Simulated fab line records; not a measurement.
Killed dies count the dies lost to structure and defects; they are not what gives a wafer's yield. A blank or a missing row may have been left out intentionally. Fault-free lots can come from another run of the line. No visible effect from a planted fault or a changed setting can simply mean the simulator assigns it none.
fab line records | flow n5-finfet | part 2 of 2: steps 9 to 9 of 9
record lots=7 wafers=20 last-day=18
route steps=1938 shown FIN_SAQP@121 STI_FIN_REVEAL@207 BEOL_M4@1111 PASSIVATION@1936
lots that met no fault: from a run of the same line without faults
start-h: hours from the record's opening day to when the first of the lot's shown wafers began | wait-h: time in hours since the lot's previous step | " as in the row above | L1.1+2: one row covering several wafers at once | - either no value or no given start | * or withheld: withheld | < > ~ a bound
route shown NAME@n: a module of which the file shows steps, and the number in the route of the first | usual: average and standard deviation across the fault-free wafers | same: alike in all rows | chamber/n: place in a boat | sites: readings site by site | _std_site: their standard deviation | _edge_site: the outer-site mean with the inner-site mean subtracted | radius-mm: for every site, how far away it sits from the centre of the wafer | mask NAME#n: copy n | behind: tool/chamber where the wafer was last shaped | hold: what put the lot on hold/how long, in hours/how the hold closed | device: transistor that didn't switch, given as n, p or np | end of line: the tests these same wafers got at the end of their route | for a step that has no rows: nothing shown but its recipe | killed: the dies lost at the first sort to structure and to defects; this is not the yield of the wafer | map: dies across one wafer; x = killed, . = not, _ = none there
set.NAME: the setting the step ran with; set.NAME@STEP: the setting that earlier step ran with | model.NAME: the simulator's own value behind a step, which no gauge read
one table for each step of the route and one row for each wafer, over a sample of lots
services: from which hour (start-h, from the record's first day; less than 0 if before it) a tool's chamber was out of use, for how many hours, and why
## steps
# step N5_PASSIVATION_PROBE_49
# usual defect-limited-yield=91.1/1.3 killed_at_M0_to_M3=34/10 killed_at_M4_up=14/5.7 killed-at-contacts=12/5.9 killed-at-front-end=41/12 killed-at-other=4/3.1 killed-dies=105/15 killed-open=69/11 killed-short=35/7.8 sort_bin_4_leakage=0/0 sort_bin_5_function=5.3/0.81 sort_bin_6_memory=3.3/0.75 sort-n-pass=1075/15 sort-yield-pct=91.1/1.3
# same gross-dies=1180 killed-at-back-side=0 sort_bin_8_speed[%]=0
# columns lot.wafer tool chamber start-h wait-h defect-limited-yield[%] killed_at_M0_to_M3 killed_at_M4_up killed-at-contacts killed-at-front-end killed-at-other killed-dies killed-open killed-short sort_bin_4_leakage[%] sort_bin_5_function[%] sort_bin_6_memory[%] sort-n-pass sort-yield-pct[%]
L967.3 prober-01 - 279.42 0.1 92.7 20 11 24 29 2 86 61 23 0 4.4 2.7 1094 92.7
L967.5 prober-01 - 279.52 0.2 90.6 47 12 20 30 2 111 69 41 0 6.3 2.9 1069 90.6
L967.6 prober-01 - 279.57 0.3 92.2 29 14 8 40 1 92 59 30 92.20 5.3 2.2 0 0
L966.2 prober-02 - 282.13 0.1 90.9 41 5 23 35 3 107 75 31 0 6.3 2.5 1073 90.9
L966.5 prober-02 - 282.28 0.2 90.8 41 10 24 31 2 108 76 31 0 5.4 3.6 1072 90.8
L966.6 prober-02 - 282.33 0.3 91.6 46 6 16 30 1 99 66 30 91.61 5.3 2.5 0 0
L970.3 prober-01 - 336.60 0.1 89.3 40 13 20 51 2 126 78 48 0 6.2 4.2 1054 89.3
L970.6 prober-01 - 336.75 0.3 90.8 44 14 23 28 0 109 76 33 90.76 4.8 4.2 0 0
L984.3 prober-01 - 392.00 0.1 90.8 29 19 9 44 7 108 70 37 0 5.3 3.6 1072 90.8
L984.4 prober-01 - 392.05 0.2 91.1 36 23 10 28 8 105 69 34 0 5.8 3.0 1075 91.1
L984.5 prober-01 - 392.10 0.2 92.5 12 19 11 36 10 88 57 30 0 4.7 2.5 1092 92.5
L983.2 prober-02 - 392.64 0.1 91.8 35 6 11 42 3 97 63 32 0 5.2 2.7 1083 91.8
L983.3 prober-02 - 392.69 0.1 92.0 39 13 17 23 2 94 53 40 0 4.5 3.2 1086 92.0
L983.5 prober-02 - 392.79 0.2 91.9 39 8 14 34 1 96 58 37 0 4.7 2.8 1084 91.9
L986.1 prober-01 - 403.40 0.0 91.2 41 11 16 29 7 104 68 35 0 5.3 3.3 1076 91.2
L986.2 prober-01 - 403.45 0.1 91.6 25 22 5 40 7 99 65 33 0 5.6 2.5 1081 91.6
L986.3 prober-01 - 403.50 0.1 92.1 38 13 14 21 7 93 55 32 0 4.7 3.0 1087 92.1
L985.3 prober-01 - 423.49 0.7 92.1 42 12 7 29 3 93 59 34 0 4.3 3.3 1087 92.1
L985.4 prober-01 - 423.54 0.8 92.1 37 4 14 33 5 93 66 27 0 5.3 2.5 1087 92.1
L985.5 prober-01 - 423.59 0.8 89.7 44 10 22 42 4 122 85 37 0 5.9 4.0 1058 89.7
# killed by level:class
L967.3 MOL_CONTACT_COAG:geometric-particle:open=23 DUMMY_GATE:geometric-particle:open=9 BEOL_M4:geometric-particle:open=8 GATE_CUT:geometric-particle:short=5 BEOL_M2:geometric-particle:open=4 BEOL_M1:geometric-particle:open=4 DUMMY_GATE:geometric-particle:short=3 BEOL_M0:geometric-particle:open=3
L967.5 BEOL_M2:geometric-particle:open=16 MOL_CONTACT_COAG:geometric-particle:open=10 MOL_CONTACT_COAG:geometric-particle:short=9 BEOL_M0_SAQP:geometric-particle:short=9 BEOL_M0:geometric-particle:open=8 BEOL_M0_SAQP:geometric-particle:open=6 GATE_CUT:geometric-particle:short=5 BEOL_M5:geometric-particle:open=5
L967.6 BEOL_M0_SAQP:geometric-particle:open=9 BEOL_M0_SAQP:geometric-particle:short=7 BEOL_M4:geometric-particle:open=7 STI_FIN_REVEAL:geometric-particle:open=6 DUMMY_GATE:geometric-particle:open=6 GATE_CUT:geometric-particle:short=6 FIN_SAQP:geometric-particle:open=5 MOL_CONTACT_COAG:geometric-particle:open=5
L966.2 MOL_CONTACT_COAG:geometric-particle:open=21 BEOL_M2:geometric-particle:open=16 BEOL_M0_SAQP:geometric-particle:short=9 BEOL_M2:geometric-particle:short=7 GATE_CUT:geometric-particle:open=6 FIN_SAQP:geometric-particle:open=5 STI_FIN_REVEAL:geometric-particle:open=5 BEOL_M0_SAQP:geometric-particle:open=4
L966.5 MOL_CONTACT_COAG:geometric-particle:open=21 BEOL_M2:geometric-particle:open=10 BEOL_M3:geometric-particle:open=7 BEOL_M4:geometric-particle:open=7 BEOL_M0_SAQP:geometric-particle:short=6 FIN_SAQP:geometric-particle:open=4 STI_FIN_REVEAL:geometric-particle:open=4 DUMMY_GATE:geometric-particle:open=4
L966.6 MOL_CONTACT_COAG:geometric-particle:open=14 BEOL_M2:geometric-particle:open=11 BEOL_M0_SAQP:geometric-particle:short=11 BEOL_M1:geometric-particle:open=7 STI_FIN_REVEAL:geometric-particle:open=6 BEOL_M2:geometric-particle:short=6 BEOL_M4:geometric-particle:open=5 FIN_SAQP:geometric-particle:open=4
L970.3 FIN_SAQP:geometric-particle:short=19 MOL_CONTACT_COAG:geometric-particle:open=17 BEOL_M0_SAQP:geometric-particle:short=8 FIN_SAQP:geometric-particle:open=7 BEOL_M3:geometric-particle:open=7 STI_FIN_REVEAL:geometric-particle:open=6 BEOL_M1:geometric-particle:open=6 BEOL_M0_SAQP:geometric-particle:open=5
L970.6 MOL_CONTACT_COAG:geometric-particle:open=23 BEOL_M0_SAQP:geometric-particle:short=10 BEOL_M0_SAQP:geometric-particle:open=9 STI_FIN_REVEAL:geometric-particle:open=7 BEOL_M3:geometric-particle:open=7 BEOL_M1:geometric-particle:open=5 BEOL_M2:geometric-particle:open=5 BEOL_M4:geometric-particle:open=5
L984.3 FIN_SAQP:geometric-particle:open=12 BEOL_M0_SAQP:geometric-particle:short=10 FIN_SAQP:geometric-particle:short=9 BEOL_M2:geometric-particle:open=9 BEOL_M0_SAQP:geometric-particle:open=8 MOL_CONTACT_COAG:geometric-particle:open=7 BEOL_M4:geometric-particle:open=6 STI_FIN_REVEAL:geometric-particle:open=4
L984.4 BEOL_M0_SAQP:geometric-particle:open=14 BEOL_M0_SAQP:geometric-particle:short=8 BEOL_M4:geometric-particle:open=8 MOL_CONTACT_COAG:geometric-particle:open=7 BEOL_M1:geometric-particle:open=6 BEOL_M3:geometric-particle:open=5 FIN_SAQP:geometric-particle:open=4 GATE_CUT:geometric-particle:short=4
L984.5 MOL_CONTACT_COAG:geometric-particle:open=9 BEOL_M4:geometric-particle:open=8 FIN_SAQP:geometric-particle:open=6 STI_FIN_REVEAL:geometric-particle:open=5 MIM_TOP_ETCH:geometric-particle:short=5 MIM_TOP_ETCH:geometric-particle:open=5 FIN_SAQP:geometric-particle:short=4 STARTING-WAFER:geometric-particle:open=4
L983.2 STI_FIN_REVEAL:geometric-particle:open=10 BEOL_M3:geometric-particle:open=10 BEOL_M0_SAQP:geometric-particle:open=9 MOL_CONTACT_COAG:geometric-particle:open=7 BEOL_M0_SAQP:geometric-particle:short=7 FIN_SAQP:geometric-particle:open=4 STI_FIN_REVEAL:geometric-particle:short=4 GATE_CUT:geometric-particle:short=4
L983.3 BEOL_M0_SAQP:geometric-particle:short=15 MOL_CONTACT_COAG:geometric-particle:open=12 MOL_CONTACT_COAG:geometric-particle:short=5 BEOL_M0_SAQP:geometric-particle:open=5 BEOL_M3:geometric-particle:open=5 FIN_SAQP:geometric-particle:open=4 STI_FIN_REVEAL:geometric-particle:open=4 BEOL_M2:geometric-particle:short=4
L983.5 BEOL_M0_SAQP:geometric-particle:short=13 MOL_CONTACT_COAG:geometric-particle:open=11 BEOL_M0_SAQP:geometric-particle:open=9 DUMMY_GATE:geometric-particle:open=7 STI_FIN_REVEAL:geometric-particle:open=6 FIN_SAQP:geometric-particle:open=5 BEOL_M3:geometric-particle:open=5 STI_FIN_REVEAL:geometric-particle:short=4
L986.1 MOL_CONTACT_COAG:geometric-particle:open=16 BEOL_M0_SAQP:geometric-particle:short=15 BEOL_M0_SAQP:geometric-particle:open=10 STI_FIN_REVEAL:geometric-particle:open=8 BEOL_M2:geometric-particle:open=7 FIN_SAQP:geometric-particle:open=6 BEOL_M1:geometric-particle:open=6 FIN_SAQP:geometric-particle:short=4
L986.2 BEOL_M4:geometric-particle:open=13 FIN_SAQP:geometric-particle:open=10 STI_FIN_REVEAL:geometric-particle:open=9 FIN_SAQP:geometric-particle:short=7 BEOL_M0_SAQP:geometric-particle:open=7 MOL_CONTACT_COAG:geometric-particle:open=5 BEOL_M1:geometric-particle:open=5 BEOL_M3:geometric-particle:open=4
L986.3 MOL_CONTACT_COAG:geometric-particle:open=9 BEOL_M0_SAQP:geometric-particle:short=9 BEOL_M0_SAQP:geometric-particle:open=9 STI_FIN_REVEAL:geometric-particle:open=7 BEOL_M3:geometric-particle:open=7 FIN_SAQP:geometric-particle:short=5 MOL_CONTACT_COAG:geometric-particle:short=5 BEOL_M1:geometric-particle:open=5
L985.3 BEOL_M0_SAQP:geometric-particle:open=15 BEOL_M0_SAQP:geometric-particle:short=14 GATE_CUT:geometric-particle:short=5 MOL_CONTACT_COAG:geometric-particle:open=5 BEOL_M3:geometric-particle:open=5 FIN_SAQP:geometric-particle:open=4 STI_FIN_REVEAL:geometric-particle:open=4 BEOL_M0:geometric-particle:open=4
L985.4 MOL_CONTACT_COAG:geometric-particle:open=14 BEOL_M3:geometric-particle:open=14 STI_FIN_REVEAL:geometric-particle:open=8 BEOL_M0_SAQP:geometric-particle:short=8 BEOL_M0_SAQP:geometric-particle:open=7 GATE_CUT:geometric-particle:short=5 FIN_SAQP:geometric-particle:open=4 ILD0:geometric-particle:open=4
L985.5 MOL_CONTACT_COAG:geometric-particle:open=16 STI_FIN_REVEAL:geometric-particle:open=12 BEOL_M0_SAQP:geometric-particle:open=12 FIN_SAQP:geometric-particle:open=10 BEOL_M0_SAQP:geometric-particle:short=9 BEOL_M3:geometric-particle:open=7 FIN_SAQP:geometric-particle:short=6 MOL_CONTACT_COAG:geometric-particle:short=6
## services
# columns tool chamber start-h hours kind
ald-sin-02 - 29.58 1.3 repair
rie-diel-02 - 35.44 0.6 repair
rie-diel-02 0 38.20 4.3 repair
rie-diel-05 0 40.26 8.8 repair
ald-sin-01 3 57.12 31.8 repair
rie-diel-05 0 67.15 3.7 repair
ald-sin-01 - 85.25 14.0 pm
rie-diel-02 2 90.82 4.3 repair
rie-diel-06 0 102.20 - clean
rie-diel-06 0 102.20 - consumable-replace:focus-ring
rie-diel-06 0 102.20 26.8 scheduled-down
rie-diel-06 0 102.20 26.8 vent-cycle
rie-diel-05 1 112.02 - clean
rie-diel-05 1 112.02 - consumable-replace:focus-ring
rie-diel-05 1 112.02 15.9 scheduled-down
rie-diel-05 1 112.02 15.9 vent-cycle
rie-diel-05 3 117.14 1.4 repair
ald-sin-01 0 123.97 5.6 repair
rie-diel-06 2 129.03 - clean
rie-diel-06 2 129.03 - consumable-replace:focus-ring
rie-diel-06 2 129.03 18.5 scheduled-down
rie-diel-06 2 129.03 18.5 vent-cycle
ald-sin-01 0 139.14 13.4 repair
rie-diel-05 0 158.30 8.1 repair
## key
first-sign step=N5_FIN_SAQP_CD_MEAS_31 reading=cd-nm direction=up sigmas=13 usual=8.07 struck=10.91
effect step=N5_FIN_SAQP_HM_CD_35 reading=cd-nm direction=up sigmas=10 usual=8.11 struck=10.48
effect step=N5_STI_FIN_REVEAL_CD_MEAS_22 reading=cd-nm direction=up sigmas=12 usual=6.21 struck=8.88
effect step=N5_BEOL_M4_RC_MEAS_101 reading=IOFF_N direction=up sigmas=63 usual=0.154 struck=1.532
effect step=N5_BEOL_M4_RC_MEAS_101 reading=IOFF_N_LIN direction=up sigmas=50 usual=0.072 struck=0.485
effect step=N5_BEOL_M4_RC_MEAS_101 reading=IOFF_N_85C direction=up sigmas=49 usual=3.0 struck=20.5
effect step=N5_BEOL_M4_RC_MEAS_101 reading=IOFF_P direction=up sigmas=35 usual=0.202 struck=1.090
effect step=N5_BEOL_M4_RC_MEAS_101 reading=IOFF_P_85C direction=up sigmas=32 usual=3.5 struck=14.4
effect step=N5_BEOL_M4_RC_MEAS_101 reading=IOFF_P_LIN direction=up sigmas=23 usual=0.095 struck=0.315
effect step=N5_BEOL_M4_RC_MEAS_101 reading=VT_N_LVT direction=down sigmas=14 usual=99.2 struck=61.4
effect step=N5_BEOL_M4_RC_MEAS_101 reading=VT_N direction=down sigmas=13 usual=250.9 struck=213.7
effect step=N5_BEOL_M4_RC_MEAS_101 reading=DIBL_P direction=up sigmas=13 usual=36.5 struck=58.6
effect step=N5_BEOL_M4_RC_MEAS_101 reading=DIBL_N direction=up sigmas=13 usual=36.4 struck=53.2
effect step=N5_BEOL_M4_RC_MEAS_101 reading=ION_N direction=up sigmas=12 usual=671 struck=789
effect step=N5_BEOL_M4_RC_MEAS_101 reading=SS_P direction=up sigmas=10 usual=73.4 struck=79.2
effect step=N5_PASSIVATION_PROBE_49 reading=sort_bin_4_leakage direction=up sigmas=99+ usual=0 struck=91.53
met-at N5_FIN_SAQP_SPACER2_ALD_28
struck-lots L966,L967,L970
struck-wafers L966.6,L967.6,L970.6
not-acting-at N5_FIN_SAQP_STRIP_55,N5_FIN_SAQP_ETCH_67,N5_FIN_SAQP_ETCH_34
fault kind=process-parameter-drift tool=ald-sin-02 chamber=- onset-h=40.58 steps=N5_FIN_SAQP_SPACER2_ALD_28 channel=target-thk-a offset=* shape=step end-h=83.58 scope=struck-wafers-only acts-in=* stated=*
